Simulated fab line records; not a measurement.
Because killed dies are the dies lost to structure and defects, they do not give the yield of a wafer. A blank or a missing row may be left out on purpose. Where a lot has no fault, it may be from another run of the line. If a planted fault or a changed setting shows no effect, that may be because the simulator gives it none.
Problem report in the 8D (eight disciplines) form, filled by code | flow n5-finfet | the parts of the form that need people (team, actions taken, sign-off) are left out

1. PROBLEM STATEMENT
At N5_BEOL_M6_OCD_MEAS_38, trench-depth-nm averages 65.8 nm over 2 wafers from 2 lots, while fault-free wafers read 94.8 nm, standard deviation 1.3. Relative to the usual mean, that is a shift of -22 standard deviations.
The first sign was on wafer L882.6 at day 13 11:26, on ocd-02. At this step, 18 wafers from 6 lots have a number in the record. The rule behind "out" and "out of limits": a value lying over 4 standard deviations away from the usual mean. The rest of the wafers with a number are treated as sound.

2. WHAT IT IS, AND WHAT IT ISN'T
question                    | is                | is not
which readings at this step | trench-depth-nm   | -
which lots                  | L882, L884        | L871, L879, L885, L888
which wafers of those lots  | L882.6, L884.2    | L882.3, L882.4, L884.3, L884.4
read on which gauges        | ocd-01, ocd-02    | -
when                        | from day 13 11:26 | up to then (8 sound wafers); but 8 sound wafers of L884, L885, L888 came after

3. WHAT RULES OUT EACH SUSPECT
Counting: if a tool at a process step up to the reading ran every lot that is out, it stays a suspect. Sound lots after the first of them don't rule it out here, since some wafers of a struck lot are sound.
- the gauge at N5_BEOL_M6_OCD_MEAS_38 is ruled out. 2 gauges (ocd-01, ocd-02) read the wafers that are out.
- rie-diel-03 at N5_BEOL_M6_VIA_ETCH_34 (etches SiCOH lowk in C4F6/O2, target depth 126.3 nm, time 50.9 s): kept. It ran every lot that is out, first L882 (day 13 11:11); its last sound lot up to then is L879 (day 13 05:47).
- rie-diel-03 at N5_BEOL_M6_TRENCH_ETCH_37 (etches SiCOH lowk in C4F6/O2, target depth 94.435 nm, time 31.5 s): kept. It ran every lot that is out, first L882 (day 13 11:16); its last sound lot up to then is L879 (day 13 05:52).
- rie-diel-03 at N5_BEOL_M6_STRIP_80 (strips in N2/H2, time 10 s): kept. It ran every lot that is out, first L882 (day 13 11:26); its last sound lot up to then is L879 (day 13 06:01). Because N5_BEOL_M6_STRIP_80 lacks a start for some lots, the hours and order of its lots are taken from N5_BEOL_M6_OCD_MEAS_38.
Left after counting: rie-diel-03 at N5_BEOL_M6_VIA_ETCH_34, rie-diel-03 at N5_BEOL_M6_TRENCH_ETCH_37, rie-diel-03 at N5_BEOL_M6_STRIP_80.

4. THE CAUSE (what the simulator had put in)
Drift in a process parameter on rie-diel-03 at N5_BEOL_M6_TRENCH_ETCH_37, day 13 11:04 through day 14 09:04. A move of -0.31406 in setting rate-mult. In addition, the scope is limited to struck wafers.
Counting left 3 suspects, and this tool is among them.

5. THE CHAIN OF EFFECTS, in route order
Each row: a reading where the mean over the struck wafers with a number is more than 3 standard deviations away from the usual. Scope: only readings with a usual standard deviation given in the record; hours: median across lots of the time from each lot's start at the first step in this table that gives one to its start at this step; sigmas: change in usual standard deviations.
hours | step                    | reading          | usual        | on struck wafers | change | sigmas
0     | N5_BEOL_M6_OCD_MEAS_38  | trench-depth-nm  | 94.8 nm      | 65.8             | -29.0  | -22
2     | N5_BEOL_M6_THK_MEAS_53  | M6_THK           | 81.6 nm      | 50.6             | -30.9  | -18
3     | N5_BEOL_M6_RS_MEAS_57   | M6_RS            | 0.283 ohm/sq | 0.504            | +0.221 | +34
74    | N5_BEOL_M15_RC_MEAS_101 | SERP_M6          | 13.6 ohm/um  | 22.5             | +8.9   | +23
74    | N5_BEOL_M15_RC_MEAS_101 | SERP_M6_max_site | 14.1 ohm/um  | 23.9             | +9.8   | +21
89    | N5_PASSIVATION_PROBE_49 | sort_bin_8_speed | 0.00 %       | 0.59             | +0.59  | +84
Here are the process steps it includes:
- N5_PASSIVATION_PROBE_49

6. WHAT WOULD HAVE CAUGHT IT SOONER
The first out-of-limits reading at a measuring or inspecting step in this record came at day 13 11:26, 0 hours after the fault's start at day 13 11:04.
An alarm limit of 4 standard deviations would not have fired on the tool readings at N5_BEOL_M6_TRENCH_ETCH_37 for which the record gives a usual standard deviation, since none of them was out on any struck wafer.
L884, from the lots that are out (2), started N5_BEOL_M6_TRENCH_ETCH_37 on rie-diel-03 later than day 13 11:26. Putting the tool on hold at that point would have spared it.
